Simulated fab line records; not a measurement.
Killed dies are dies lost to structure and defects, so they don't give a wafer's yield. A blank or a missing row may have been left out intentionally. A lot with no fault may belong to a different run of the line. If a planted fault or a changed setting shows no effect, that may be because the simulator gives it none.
What tool caused it? :: flow n5 finfet :: Sampling: 10 lots, 29 wafers, 3 of 1938 route steps

== WHAT EACH GAUGE READ, for each wafer ==
N5_SD_EPI_N_INSPECT_26: inspects for defects (darkfield).
lot: L160
measured: day 3 07:04
on: defect inspect-02
raw defect count: 188 178 167

lot: L162
measured: day 4 00:39
on: defect inspect-01
raw defect count: 212 224 200

lot: L164
measured: day 4 05:37
on: defect inspect-01
raw defect count: 290 254 193

lot: L166
measured: day 4 18:25
on: defect inspect-02
raw defect count: 236 238 230

lot: L169
measured: day 5 16:41
on: defect inspect-02
raw defect count: 177 288

lot: L171
measured: day 6 09:28
on: defect inspect-02
raw defect count: 177 193 168

lot: L172
measured: day 6 11:12
on: defect inspect-02
raw defect count: 264 243 339

lot: L179
measured: day 8 02:44
on: defect inspect-02
raw defect count: 230 209 171

lot: L180
measured: day 8 07:51
on: defect inspect-02
raw defect count: 465 477 456

lot: L182
measured: day 8 20:58
on: defect inspect-01
raw defect count: 480 432 457

== TOOL THAT RAN EACH LOT (tool first, then ch and the chambers of the sampled wafers, then the start) ==
lot: L160
N5_SD_EPI_N_STRIP_38: plasma asher-01 ch 0,1, day 3 03:27
N5_SD_EPI_N_PRECLEAN_49: remote plasma-01 ch 0, day 3 06:11

lot: L162
N5_SD_EPI_N_STRIP_38: plasma asher-01 ch 0,1, day 3 20:45
N5_SD_EPI_N_PRECLEAN_49: remote plasma-02 ch 1, day 4 00:12

lot: L164
N5_SD_EPI_N_STRIP_38: plasma asher-02 ch 0,1, day 4 01:43
N5_SD_EPI_N_PRECLEAN_49: remote plasma-02 ch 0, day 4 05:10

lot: L166
N5_SD_EPI_N_STRIP_38: plasma asher-01 ch 0,1, day 4 15:08
N5_SD_EPI_N_PRECLEAN_49: remote plasma-02 ch 1, day 4 17:51

lot: L169
N5_SD_EPI_N_STRIP_38: plasma asher-02 ch 0,1, day 5 12:47
N5_SD_EPI_N_PRECLEAN_49: remote plasma-02 ch 1, day 5 16:14

lot: L171
N5_SD_EPI_N_STRIP_38: plasma asher-02 ch 0,1, day 6 04:34
N5_SD_EPI_N_PRECLEAN_49: remote plasma-02 ch 0, day 6 09:01

lot: L172
N5_SD_EPI_N_STRIP_38: plasma asher-01 ch 0,1, day 6 08:02
N5_SD_EPI_N_PRECLEAN_49: remote plasma-02 ch 1, day 6 10:49

lot: L179
N5_SD_EPI_N_STRIP_38: plasma asher-01 ch 0,1, day 7 21:50
N5_SD_EPI_N_PRECLEAN_49: remote plasma-01 ch 0, day 8 02:17

lot: L180
N5_SD_EPI_N_STRIP_38: plasma asher-01 ch 0,1, day 8 03:56
N5_SD_EPI_N_PRECLEAN_49: remote plasma-02 ch 0, day 8 07:25

lot: L182
N5_SD_EPI_N_STRIP_38: plasma asher-01 ch 0,1, day 8 15:35
N5_SD_EPI_N_PRECLEAN_49: remote plasma-02 ch 1, day 8 19:07
- N5_SD_EPI_N_STRIP_38: strips in N2/H2.
- N5_SD_EPI_N_PRECLEAN_49: cleans in NF3:NH3, afs cycles 1, time 20 s, sublimation time 60 s.

== THE ANSWER, worked out from the rows above alone ==
Rule: the usual values come from the lots themselves. Put in order of their means at a reading, lots are off if they are a third of the lots or fewer, leave a main group of 4 or more, and stand apart from it by a gap of 3 or more times the standard deviation of the main group's means; of several such gaps the widest counts. A main group is skipped when, at the precision printed for the reading in the tables above, its means are all equal. Also off: a lot with no number at a reading for which 4 or more lots have one. All remaining lots with rows at the step are treated as sound.
Off: L180, L182, at N5_SD_EPI_N_INSPECT_26 (raw defect count). Main group: mean 221, sd 33.
If a tool, at a process step before that reading, ran all the lots that are off and no sound lot after the first of them, it fits. Those tools and the gauges at N5_SD_EPI_N_INSPECT_26 are tried in the same way. Undecided on this evidence; 2 tools fit (plasma asher-01 at N5_SD_EPI_N_STRIP_38, remote plasma-02 at N5_SD_EPI_N_PRECLEAN_49).

== WHAT HAD BEEN PUT IN BY THE SIMULATOR ==
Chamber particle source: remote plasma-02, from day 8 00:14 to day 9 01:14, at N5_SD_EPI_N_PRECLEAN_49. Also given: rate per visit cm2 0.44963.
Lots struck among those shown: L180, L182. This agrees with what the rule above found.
